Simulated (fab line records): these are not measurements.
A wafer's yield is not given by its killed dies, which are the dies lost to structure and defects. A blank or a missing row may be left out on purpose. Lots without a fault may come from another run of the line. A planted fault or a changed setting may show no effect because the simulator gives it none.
A struck lot beside a sound one	flow n5_finfet	16 steps out of a route of 1938
Sound: these wafers, L914.1, L914.3, L914.6. Struck: wafer L926.1. (L926.3, L926.6 of the same lot were not struck and are left out.) The cause comes at the end.
Per side, at each step with rows, come the tool, then ch with its chambers, and then its first start. Under that, the readings that differ: sound wafers	struck wafers	difference of the means	sigmas: that difference in standard deviations of wafers without a fault.
alike: same words and numbers on both sides, and readings whose means sit less than 2 such deviations apart. not compared: any withheld reading, any reading some wafer has no value for, any bound like >300 that may hide the same value, and any number with overlapping values for which the record gives no deviation.
The two part at a step that has a row with sigmas, a row that says differs or no value, or rows on one side only. Non-overlapping numbers with no deviation appear without sigmas and do not part them. Lack of a reading on every wafer of one side parts them only where that side has two or more wafers.

first, 6 steps without rows for these wafers: N5_BEOL_M4_COAT_22 (resist thk 30 nm); N5_BEOL_M4_EBR_24; N5_BEOL_M4_SOFTBAKE_23 (time 60 s); N5_BEOL_M4_EXPOSE_25 (exposes mask V3, defocus 5 nm); N5_BEOL_M4_PEB_26 (peb time 60 s); N5_BEOL_M4_DEVELOP_27 (develop time 30 s).
N5_BEOL_M4_CD_MEAS_28: target cd 26.2 nm, target cd y 24.1 nm.
  sound on cd_sem-01 ch 0, day 8 14:56; struck on cd_sem-03 ch 0, day 11 22:28
  alike: cd_nm
N5_BEOL_M4_OVL_MEAS_29:
  sound on overlay-01 ch 0, day 8 14:58; struck on overlay-01 ch 0, day 11 22:29
  alike: V3_OVL
N5_BEOL_M4_INSPECT_30: inspects for defects (brightfield).
  sound on defect_inspect-01, day 8 15:01; struck on defect_inspect-01, day 11 22:33
  alike: raw_defect_count
N5_BEOL_M4_DESCUM_33: chemistry O2, time 7 s.
  sound on rie_diel-05 ch 0,1,3, day 8 15:04; struck on rie_diel-02 ch 2, day 11 23:09
reading	sound	struck	difference	sigmas
rf_vpp_V (V)	242.7 241.5 243.7	245.9	+3.3	+3
showerhead_plenum_p_Torr (Torr)	2.04 2.03 2.06	2.16	+0.12	+2
throttle_valve_pct (%)	20.12 20.24 20.42	20.95	+0.69	+3
  alike: drypump_motor_current_A, oes_product_au
  not compared: rf_hours_counter_h
N5_BEOL_M4_ETCH_77: etches underlayer in N2/H2, target depth 6.5 nm, time 5.2 s.
  sound on rie_diel-05 ch 0,1,3, day 8 15:06; struck on rie_diel-02 ch 2, day 11 23:11
  alike: drypump_motor_current_A, etch_rf_on_time_s, oes_product_au, rf_vpp_V, showerhead_plenum_p_Torr, throttle_valve_pct
  not compared: rf_hours_counter_h
N5_BEOL_M4_ETCH_69: etches SiARC in CF4, target depth 15.6 nm, time 26 s.
  sound on rie_diel-05 ch 0,1,3, day 8 15:07; struck on rie_diel-02 ch 2, day 11 23:12
reading	sound	struck	difference	sigmas
showerhead_plenum_p_Torr (Torr)	2.10 2.08 2.12	2.20	+0.10	+2
throttle_valve_pct (%)	15.32 15.42 15.75	16.11	+0.61	+2
  alike: cf4_flow_sccm, drypump_motor_current_A, etch_rf_on_time_s, oes_product_au, rf_vpp_V
  not compared: rf_hours_counter_h
N5_BEOL_M4_ALD_98: deposits SiO2, target thk 2.5 nm, pulse time 1 s, co reactant pulse time 1 s.
  sound on ald_sin-02 ch 1,2, day 8 15:12; struck on ald_sin-02 ch 2, day 11 23:17
reading	sound	struck	difference	sigmas
susceptor_temp_C (C)	100.14 99.77 100.03	95.26	-4.72	-39
  alike: heater_power_outer_w, heater_power_w, precursor_pulse_height_rel
N5_BEOL_M4_ETCHBACK_99: etches SiO2 in CHF3, target depth 5 nm, time 10.4 s.
  sound on rie_diel-06 ch 0,2, day 8 22:04; struck on rie_diel-06 ch 3, day 11 23:27
reading	sound	struck	difference	sigmas
oes_product_au (a.u.)	0.95 0.91 0.94	0.74	-0.19	-2
  alike: drypump_motor_current_A, rf_vpp_V, showerhead_plenum_p_Torr, throttle_valve_pct
  not compared: rf_hours_counter_h
N5_BEOL_M4_RC_MEAS_101:
  sound on prober-02 ch 0, day 9 02:18; struck on prober-01 ch 0, day 12 04:16
  alike: DIBL_N, DIBL_P, IOFF_N, IOFF_P, ION_N, ION_P, SS_N, SS_P, VT_N, VT_P
N5_PASSIVATION_PROBE_49:
  the record has rows for the sound wafers here (prober-01, day 14 05:56) and none for the struck ones

== WHERE THEY PART ==
Earliest at N5_BEOL_M4_DESCUM_33; latest, in this record, at N5_PASSIVATION_PROBE_49.

WHY: what the simulator had put in
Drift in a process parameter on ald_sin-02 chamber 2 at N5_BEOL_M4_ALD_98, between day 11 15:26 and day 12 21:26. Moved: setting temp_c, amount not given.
